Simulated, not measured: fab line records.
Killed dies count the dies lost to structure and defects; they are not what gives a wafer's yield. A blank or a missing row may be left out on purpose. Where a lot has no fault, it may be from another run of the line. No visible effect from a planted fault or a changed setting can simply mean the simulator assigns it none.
fab line records	flow nand_harc
[record] lots = 14	wafers = 42	last_day = 24
route steps=1159 shown P_BONDPAD@370 A_ONON_D1@436 A_CHANNEL_HOLE_D1@451 END@1159
lots untouched by any fault: they come from a run of this same line in which no faults occurred
start_h: hours from the record's first day to the start of the lot's first wafer shown	wait_h: time in hours since the lot's previous step	" unchanged from the row above	L1.1+2: a single row standing in for several wafers	- no value, or no start was given	* or withheld: withheld	< > ~ a bound
route shown NAME@n: names a module that has steps shown in the file, with the first one's number in the route	usual: average and standard deviation across the fault-free wafers	same: alike in all rows	chamber/n: place in a boat	sites: readings site by site	_std_site: their standard deviation	_edge_site: mean of outer sites minus mean of inner sites	radius_mm: how far each site lies from the wafer's centre	mask NAME#n: copy n	behind: the tool/chamber that last shaped the wafer	hold: why the lot was held/for how many hours/how that ended	device: the n, p or np transistor that did not switch	end of line: the tests these same wafers got at the end of their route	a step given without rows: its recipe and nothing more	killed: not the wafer's yield, but the dies lost to structure and defects at the first sort	map: dies across one wafer; x = killed, . = not, _ = none there
set.NAME: the setting that was run; set.NAME@STEP: the one run at that earlier step	model.NAME: the simulator's own value behind a step, which no gauge read
the route's steps for a sample of lots (tables are steps, rows are wafers)
services: when a tool's chamber went out of use (start_h, in hours from the record's first day, below 0 if earlier), for how many hours, and the reason
[[steps]]
[step NHARC_P_BONDPAD_CD_MEAS_13]
[usual] cd_nm = 498.9/1.4
lot.wafer	tool	chamber	start_h	wait_h	cd_nm
L503.3	cd_sem-01	-	139.03	-	496.8
L503.5	"	-	"	"	497.0
L503.6	"	-	"	"	499.2
L505.1	cd_sem-01	-	149.69	-	500.5
L505.3	"	-	"	"	499.1
L505.5	"	-	"	"	498.4
L506.2	cd_sem-03	-	150.01	-	499.3
L506.5	"	-	"	"	499.4
L506.6	"	-	"	"	498.1
L508.1	cd_sem-03	-	168.25	-	499.6
L508.2	"	-	"	"	500.7
L508.3	"	-	"	"	498.5
L509.3	cd_sem-01	-	169.27	-	497.2
L509.4	"	-	"	"	497.7
L509.6	"	-	"	"	497.6
L512.1	cd_sem-01	-	187.12	-	498.3
L512.4	"	-	"	"	496.8
L512.5	"	-	"	"	498.2
L515.4	cd_sem-03	-	209.14	-	499.7
L515.5	"	-	"	"	499.2
L515.6	"	-	"	"	497.2
L514.1	cd_sem-01	-	209.18	-	498.5
L514.2	"	-	"	"	499.9
L514.3	"	-	"	"	498.3
L513.4	cd_sem-02	-	209.41	-	499.6
L513.5	"	-	"	"	498.1
L513.6	"	-	"	"	496.5
L519.2	cd_sem-02	-	232.33	-	495.8
L519.4	"	-	"	"	496.6
L519.6	"	-	"	"	497.7
L521.1	cd_sem-03	-	240.42	-	500.3
L521.2	"	-	"	"	498.8
L521.3	"	-	"	"	498.1
L520.2	cd_sem-02	-	240.57	-	497.0
L520.3	"	-	"	"	496.9
L520.6	"	-	"	"	497.6
L522.1	cd_sem-03	-	247.57	-	497.4
L522.4	"	-	"	"	499.1
L522.6	"	-	"	"	497.4
L523.2	cd_sem-01	-	252.37	-	498.0
L523.4	"	-	"	"	499.2
L523.6	"	-	"	"	498.3
[step NHARC_A_ONON_D1_DEP_16]
[recipe] target_thk_a = 10000	n2_flow_sccm = 2750	n2o_flow_sccm = 2000	nh3_flow_sccm = 500	sih4_flow_sccm = 210	temp_c = 400
[usual] nh3_flow_sccm = 500.0/1.5
lot.wafer	tool	chamber	start_h	wait_h	nh3_flow_sccm
L503.3	pecvd_onon-02	0	177.38	0.2	499.8
L503.5	"	0	"	"	502.0
L503.6	"	0	"	"	501.7
L506.2	pecvd_onon-02	0	188.34	0.1	499.7
L506.5	"	0	"	"	498.6
L506.6	"	0	"	"	500.6
L505.1	pecvd_onon-04	0	188.60	0.4	500.6
L505.3	"	0	"	"	499.1
L505.5	"	0	"	"	500.3
L508.1	pecvd_onon-02	0	203.48	0.1	497.1
L508.2	"	0	"	"	501.7
L508.3	"	0	"	"	500.8
L509.3	pecvd_onon-04	0	203.59	0.2	497.9
L509.4	"	0	"	"	500.4
L509.6	"	0	"	"	498.6
L512.1	pecvd_onon-02	0	229.48	0.1	498.7
L512.4	"	0	"	"	497.6
L512.5	"	0	"	"	498.5
L514.1	pecvd_onon-04	0	256.82	0.1	499.2
L514.2	"	0	"	"	498.9
L514.3	"	0	"	"	500.7
L513.4	pecvd_onon-01	0	257.00	0.2	498.8
L513.5	"	0	"	"	499.4
L513.6	"	0	"	"	498.5
L515.4	pecvd_onon-04	0	257.34	0.6	502.7
L515.5	"	0	"	"	499.0
L515.6	"	0	"	"	500.9
L519.2	pecvd_onon-04	0	267.67	0.3	500.9
L519.4	"	0	"	"	502.3
L519.6	"	0	"	"	502.8
L521.1	pecvd_onon-02	0	274.94	0.1	499.6
L521.2	"	0	"	"	499.0
L521.3	"	0	"	"	503.0
L520.2	pecvd_onon-01	0	275.00	0.1	501.9
L520.3	"	0	"	"	502.6
L520.6	"	0	"	"	499.2
L522.1	pecvd_onon-01	0	285.37	0.1	501.0
L522.4	"	0	"	"	497.6
L522.6	"	0	"	"	499.0
L523.2	pecvd_onon-02	0	285.43	0.1	499.5
L523.4	"	0	"	"	498.6
L523.6	"	0	"	"	497.7
[step NHARC_A_ONON_D1_THK_MEAS_18]
[recipe] thk_meas_gauge = ellipsometry
[usual] thk_nm = 1001/8.7
lot.wafer	tool	chamber	start_h	wait_h	thk_nm
L503.3	film_metro-01	-	177.77	-	998
L503.5	"	-	"	"	1000
L503.6	"	-	"	"	1000
L506.2	film_metro-02	-	188.79	-	1001
L506.5	"	-	"	"	1000
L506.6	"	-	"	"	1003
L505.1	film_metro-01	-	189.11	-	987
L505.3	"	-	"	"	986
L505.5	"	-	"	"	986
L508.1	film_metro-02	-	203.98	-	1010
L508.2	"	-	"	"	1010
L508.3	"	-	"	"	1010
L509.3	film_metro-01	-	203.99	-	1004
L509.4	"	-	"	"	1005
L509.6	"	-	"	"	1006
L512.1	film_metro-01	-	229.99	-	1007
L512.4	"	-	"	"	1005
L512.5	"	-	"	"	1005
L514.1	film_metro-02	-	257.32	-	983
L514.2	"	-	"	"	1604
L514.3	"	-	"	"	985
L513.4	film_metro-02	-	257.33	-	979
L513.5	"	-	"	"	981
L513.6	"	-	"	"	980
L515.4	film_metro-02	-	257.67	-	1617
L515.5	"	-	"	"	1615
L515.6	"	-	"	"	995
L519.2	film_metro-02	-	268.12	-	1626
L519.4	"	-	"	"	1626
L519.6	"	-	"	"	1006
L521.1	film_metro-01	-	275.45	-	1010
L521.2	"	-	"	"	1011
L521.3	"	-	"	"	1009
L520.2	film_metro-02	-	275.45	-	1001
L520.3	"	-	"	"	1003
L520.6	"	-	"	"	1002
L523.2	film_metro-02	-	285.88	-	1013
L523.4	"	-	"	"	1011
L523.6	"	-	"	"	1012
L522.1	film_metro-01	-	285.88	-	996
L522.4	"	-	"	"	996
L522.6	"	-	"	"	996
[step NHARC_A_CHANNEL_HOLE_D1_DEP_01]
[recipe] target_thk_a = 1400	target_thk_nm = 140	temp_c = 400	pressure_torr = 3.5	flow_sccm = 200	rf_w = 350	material = SiON
[usual] heater_power_w = 780/110	rf_fwd_power_W = 348.4/1
lot.wafer	tool	chamber	start_h	wait_h	heater_power_w	rf_fwd_power_W
L503.3	pecvd-04	1	185.08	1.0	854	349.0
L503.6	"	1	"	"	881	349.7
L503.5	"	2	"	"	855	348.1
L506.2	pecvd-03	2	195.11	1.3	790	349.0
L506.5	"	0	"	"	621	349.0
L506.6	"	1	"	"	626	349.8
L505.1	pecvd-03	1	196.22	1.8	737	348.2
L505.3	"	2	"	"	808	347.2
L505.5	"	0	"	"	757	348.6
L508.3	pecvd-01	0	208.80	1.0	618	348.0
L508.1	"	1	"	"	1153	348.8
L508.2	"	2	"	"	801	348.8
L509.3	pecvd-04	1	209.13	1.0	816	346.6
L509.4	"	1	"	"	812	346.7
L509.6	"	0	"	"	884	348.4
L512.1	pecvd-04	0	234.95	1.6	803	346.7
L512.4	"	1	"	"	780	348.8
L512.5	"	1	"	"	750	348.8
L514.3	pecvd-04	2	263.07	1.0	730	348.0
L514.1	"	0	"	"	754	348.9
L515.6	pecvd-03	1	264.99	0.1	707	348.0
L513.4	pecvd-01	1	265.08	0.8	1005	348.1
L513.6	"	1	"	"	1040	347.6
L513.5	"	2	"	"	780	348.0
L519.6	pecvd-03	0	274.53	0.1	617	346.9
L521.2	pecvd-04	0	280.27	1.3	892	347.9
L521.3	"	1	"	"	780	348.6
L521.1	"	2	"	"	795	350.2
L520.3	pecvd-03	1	280.31	1.0	628	348.7
L520.2	"	0	"	"	642	348.9
L520.6	"	1	"	"	616	348.1
L522.1	pecvd-03	2	290.96	1.8	732	347.8
L522.4	"	2	"	"	758	348.2
L522.6	"	0	"	"	708	347.6
L523.2	pecvd-01	2	291.09	1.3	803	348.3
L523.4	"	2	"	"	804	348.5
L523.6	"	2	"	"	687	350.0
[step NHARC_END_SORT_01]
[recipe] temp_c = 25
[usual] killed_at_array = 25/9.8	killed_at_other = 0.8/1.1	killed_at_periphery = 3.3/2.1	killed_dies = 29/10	killed_open = 3.3/1.8	killed_short = 1.9/1.4
[same] gross_dies = 677
lot.wafer	tool	chamber	start_h	wait_h	killed_at_array	killed_at_other	killed_at_periphery	killed_dies	killed_open	killed_short
L515.4	prober-02	0	542.83	3.4	675	1	1	677	0	2
L515.5	prober-02	0	543.63	3.7	674	0	3	677	4	4
L515.6	prober-02	0	544.43	4.0	28	0	0	28	2	2
L514.1	prober-01	0	548.20	2.5	14	1	5	20	6	2
L514.2	prober-01	0	549.00	2.8	673	0	4	677	5	3
L514.3	prober-01	0	549.80	3.1	13	0	2	15	4	2
L519.2	prober-01	0	564.54	2.8	670	2	5	677	5	1
L519.4	prober-01	0	566.14	3.4	676	1	0	677	2	2
L519.6	prober-01	0	567.75	4.0	18	1	3	22	4	1
// killed by level:class
L515.4 A_ONON_D1:area_dep=632 A_SLIT:chamber_film_flake=18 A_STAIRCASE:chamber_film_flake=13 A_CONTACT:chamber_film_flake=4 A_CHANNEL_HOLE_D1:chamber_film_flake=3 A_M1:chamber_film_flake=2 A_ONON_D1:geometric_particle:short=1 A_CHANNEL_FILL_D1:geometric_particle:short=1
L515.5 A_ONON_D1:area_dep=633 A_SLIT:chamber_film_flake=12 A_STAIRCASE:chamber_film_flake=9 A_CONTACT:chamber_film_flake=6 A_CHANNEL_HOLE_D1:chamber_film_flake=5 A_M1:chamber_film_flake=2 P_STI:geometric_particle:short=1 P_CONTACT:geometric_particle:open=1
L515.6 A_SLIT:chamber_film_flake=7 A_CONTACT:chamber_film_flake=7 A_CHANNEL_HOLE_D1:chamber_film_flake=5 A_STAIRCASE:chamber_film_flake=5 A_ONON_D1:geometric_particle:short=1 A_CHANNEL_HOLE_D1:geometric_particle:short=1 A_CONTACT:geometric_particle:open=1 A_M0:geometric_particle:open=1
L514.1 A_CHANNEL_HOLE_D1:chamber_film_flake=6 P_CONTACT:geometric_particle:open=3 A_CONTACT:geometric_particle:open=3 A_STAIRCASE:chamber_film_flake=2 A_SLIT:geometric_particle:short=1 A_M0:geometric_particle:short=1 P_STI:chamber_film_flake=1 P_M0:chamber_film_flake=1
L514.2 A_ONON_D1:area_dep=659 A_CHANNEL_HOLE_D1:chamber_film_flake=4 A_CONTACT:chamber_film_flake=4 P_CONTACT:geometric_particle:open=2 A_SGD_CUT:geometric_particle:open=1 P_CONTACT:geometric_particle:short=1 A_CHANNEL_FILL_D1:geometric_particle:short=1 A_CHANNEL_FILL_D1:geometric_particle:open=1
L514.3 A_CHANNEL_HOLE_D1:chamber_film_flake=5 A_STAIRCASE:chamber_film_flake=2 P_M1:geometric_particle:open=1 A_CHANNEL_FILL_D1:geometric_particle:open=1 A_SGD_CUT:geometric_particle:short=1 A_CONTACT:geometric_particle:short=1 A_BLC:geometric_particle:open=1 A_M0:geometric_particle:open=1
L519.2 A_ONON_D1:area_dep=653 A_CHANNEL_HOLE_D1:chamber_film_flake=4 A_CONTACT:chamber_film_flake=4 A_STAIRCASE:chamber_film_flake=3 A_CONTACT:geometric_particle:open=2 P_GATE:chamber_film_flake=2 THIN_TSV:chamber_film_flake=2 P_GATE:geometric_particle:open=1
L519.4 A_ONON_D1:area_dep=657 A_CHANNEL_HOLE_D1:chamber_film_flake=6 A_STAIRCASE:chamber_film_flake=5 A_CONTACT:chamber_film_flake=4 A_CHANNEL_FILL_D1:geometric_particle:short=1 A_CONTACT:geometric_particle:short=1 A_CONTACT:geometric_particle:open=1 A_BLC:geometric_particle:open=1
L519.6 A_CONTACT:chamber_film_flake=7 A_STAIRCASE:chamber_film_flake=5 A_CHANNEL_HOLE_D1:chamber_film_flake=3 A_ONON_D1:geometric_particle:open=2 P_STI:geometric_particle:short=1 P_M0:geometric_particle:open=1 A_M0:geometric_particle:open=1 P_M1:chamber_film_flake=1
[[services]]
tool	chamber	start_h	hours	kind
pecvd-01	-	178.03	1.0	repair
pecvd_onon-01	-	195.04	13.0	pm
pecvd-04	-	195.95	13.0	pm
pecvd-04	0	195.95	13.0	vent_cycle
pecvd-04	1	195.95	13.0	vent_cycle
pecvd-04	2	195.95	13.0	vent_cycle
pecvd-04	0	208.95	-	clean
pecvd-04	1	208.95	-	clean
pecvd-04	2	208.95	-	clean
pecvd-01	2	228.91	5.2	repair
pecvd-04	2	229.12	7.9	repair
pecvd-03	0	231.24	10.6	repair
pecvd-01	-	237.14	13.0	pm
pecvd-01	0	237.14	148.2	vent_cycle
pecvd-01	1	237.14	13.0	vent_cycle
pecvd-01	2	237.14	13.0	vent_cycle
pecvd_onon-04	-	237.37	13.0	pm
pecvd-01	1	250.14	-	clean
pecvd-01	2	250.14	-	clean
pecvd-04	1	286.35	13.8	repair
pecvd-04	-	288.78	0.7	repair
[[key]]
[first_sign] step = NHARC_A_ONON_D1_THK_MEAS_18	reading = thk_nm	direction = up	sigmas = 71	usual = 1001	struck = 1618
[effect] step = NHARC_END_SORT_01	reading = killed_at_array	direction = up	sigmas = 66	usual = 25	struck = 674
[more_kills_born_at] NHARC_A_ONON_D1_DEP_16@pecvd_onon-04 = 3234
met_at NHARC_A_ONON_D1_DEP_16
struck_lots L514,L515,L519
struck_wafers L514.2,L515.4,L515.5,L519.2,L519.4
later_rows_left_out L514.2,L515.4,L515.5,L519.2,L519.4
tester_left_out L514,L515,L519
not_acting_at NHARC_P_BONDPAD_CD_MEAS_13,NHARC_A_CHANNEL_HOLE_D1_DEP_01
[fault] kind = process_parameter_drift	tool = pecvd_onon-04	chamber = -	onset_h = 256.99	steps = NHARC_A_ONON_D1_DEP_16	channel = target_thk_a	offset = *	shape = step	end_h = 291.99	scope = struck_wafers_only	acts_in = *	stated = *
// tester_left_out: of these lots the tester's yield and bins aren't shown, on N5 and GAA mostly nor the transistor test; their killed dies are dies lost to structure and defects alone, not to doping, threshold or leakage, so they don't give the yield
// later_rows_left_out: the simulator's readings of these wafers behind a module that went badly wrong aren't trusted and aren't shown, but for the sort
